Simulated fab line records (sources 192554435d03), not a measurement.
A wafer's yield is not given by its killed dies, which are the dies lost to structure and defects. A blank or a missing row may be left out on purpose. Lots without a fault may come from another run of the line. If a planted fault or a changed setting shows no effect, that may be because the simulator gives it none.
Chamber matching | flow n5-finfet | 4 sister chambers for N5_ILD0_ALD_15 on ald-sin-02
The step deposits SiNx, target thk 24 nm, pulse time 1 s, ald cycles 480. 8 wafers are shown with their chamber, then 8 later ones without.

## WAFERS WITH THEIR CHAMBER
wafer  | chamber | heater-power-w (W) | precursor-pulse-height-rel
L075.2 | 2       | 739                | 0.992
L075.6 | 1       | 698                | 1.010
L077.1 | 1       | 693                | 0.992
L082.3 | 0       | 955                | 0.998
L082.6 | 0       | 945                | 1.017
L083.3 | 2       | 733                | 1.000
L083.5 | 3       | 727                | 1.003
L086.2 | 3       | 746                | 0.992

## WAFERS WITHOUT THEIR CHAMBER
wafer  | heater-power-w (W) | precursor-pulse-height-rel
L086.3 | 981                | 1.009
L086.4 | 694                | 0.990
L088.2 | 708                | 0.993
L088.4 | 746                | 0.991
L088.6 | 947                | 0.999
L097.3 | 763                | 1.025
L097.4 | 958                | 0.974
L097.6 | 731                | 0.990

## THE CHAMBER EACH PASSED THROUGH
wafer  | from the rows above          | in truth
L086.3 | 0                            | 0
L086.4 | 1                            | 1
L088.2 | can't be placed: 1 or 2 or 3 | 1
L088.4 | can't be placed: 2 or 3      | 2
L088.6 | 0                            | 0
L097.3 | can't be placed: 3 or 2      | 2
L097.4 | 0                            | 0
L097.6 | can't be placed: 2 or 3      | 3
4 of 8 placed correctly. From these rows, 4 cannot be placed; in 4 the true chamber is one of the candidates. Placed wrongly: 0.
How it was worked out, from the rows above alone: a wafer's distance from a chamber is the root of the sum, over the readings, of the square of ((its reading less the chamber's mean) divided by the reading's scatter). The wafer belongs to the nearest chamber; if the next one is less than 2 further off, it can't be placed. The mean given for a chamber averages the wafers shown for that chamber. The scatter: take each reading less its chamber's mean, square it, sum over the shown wafers, divide by the number of wafers less the number of chambers, and take the root.
